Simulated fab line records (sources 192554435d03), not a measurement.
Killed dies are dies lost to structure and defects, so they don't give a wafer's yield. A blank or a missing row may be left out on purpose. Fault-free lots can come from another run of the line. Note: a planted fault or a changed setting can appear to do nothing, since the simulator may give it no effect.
Chamber matching | flow n5 finfet | N5_MIM_BOT_ETCH_ETCH_04 on rie diel-05: 4 sister chambers
The step etches SiNx in CF4/O2, target depth 26 nm, time 13 s. 16 wafers are shown with their chamber, then 8 later ones without.

## EACH WAFER AND ITS CHAMBER
wafer  | chamber | drypump motor current A (A) | showerhead plenum p Torr (Torr) | rf vpp V (V)
L076.3 | 1       | 5.8                         | 2.17                            | 241
L076.5 | 3       | 6.0                         | 2.25                            | 241
L076.6 | 0       | 6.1                         | 2.15                            | 237
L078.1 | 1       | 5.8                         | 2.17                            | 242
L078.3 | 3       | 6.1                         | 2.25                            | 241
L078.4 | 0       | 6.1                         | 2.15                            | 237
L080.2 | 2       | 5.5                         | 2.23                            | 248
L080.3 | 0       | 6.1                         | 2.15                            | 239
L080.6 | 1       | 5.8                         | 2.16                            | 242
L084.3 | 1       | 5.8                         | 2.16                            | 241
L084.4 | 1       | 5.8                         | 2.16                            | 241
L084.5 | 2       | 5.5                         | 2.23                            | 247
L086.1 | 3       | 6.0                         | 2.25                            | 243
L086.3 | 1       | 5.8                         | 2.16                            | 241
L086.5 | 0       | 6.1                         | 2.14                            | 239
L093.2 | 2       | 5.5                         | 2.22                            | 247

SIGNATURES (averages over the wafers above)
reading                  | chamber 0 | chamber 1 | chamber 2 | chamber 3 | scatter within a chamber
drypump motor current A  | 6.100     | 5.800     | 5.500     | 6.033     | 0.0236
showerhead plenum p Torr | 2.1475    | 2.1633    | 2.2267    | 2.2500    | 0.00479
rf vpp V                 | 238.00    | 241.33    | 247.33    | 241.67    | 0.85
Rule: for each reading, subtract the chamber's mean from the wafer's reading, divide by that reading's scatter and square the result; add these up over the readings and take the root, which gives the wafer's distance from the chamber. If the next closest chamber is less than 2 further off than the closest, the wafer can't be placed; otherwise it belongs to the closest. The scatter is the square root of a quotient: the sum, over the shown wafers, of each reading's squared deviation from its chamber's mean, divided by wafers minus chambers.

## WAFERS WHOSE CHAMBER IS MISSING
wafer  | drypump motor current A (A) | showerhead plenum p Torr (Torr) | rf vpp V (V)
L093.3 | 6.1                         | 2.14                            | 238
L093.5 | 5.7                         | 2.15                            | 242
L094.1 | 5.5                         | 2.22                            | 248
L094.5 | 6.1                         | 2.14                            | 238
L094.6 | 5.8                         | 2.15                            | 242
L095.1 | 6.1                         | 2.24                            | 242
L095.4 | 5.8                         | 2.15                            | 241
L095.5 | 5.8                         | 2.15                            | 241

## CHAMBER TAKEN BY EACH
wafer  | from the rows above | in truth
L093.3 | 0                   | 0
L093.5 | 1                   | 1
L094.1 | 2                   | 2
L094.5 | 0                   | 0
L094.6 | 1                   | 1
L095.1 | 3                   | 3
L095.4 | 1                   | 1
L095.5 | 1                   | 1
8 of 8 placed correctly. From these rows, 0 cannot be placed. 0 placed wrongly.
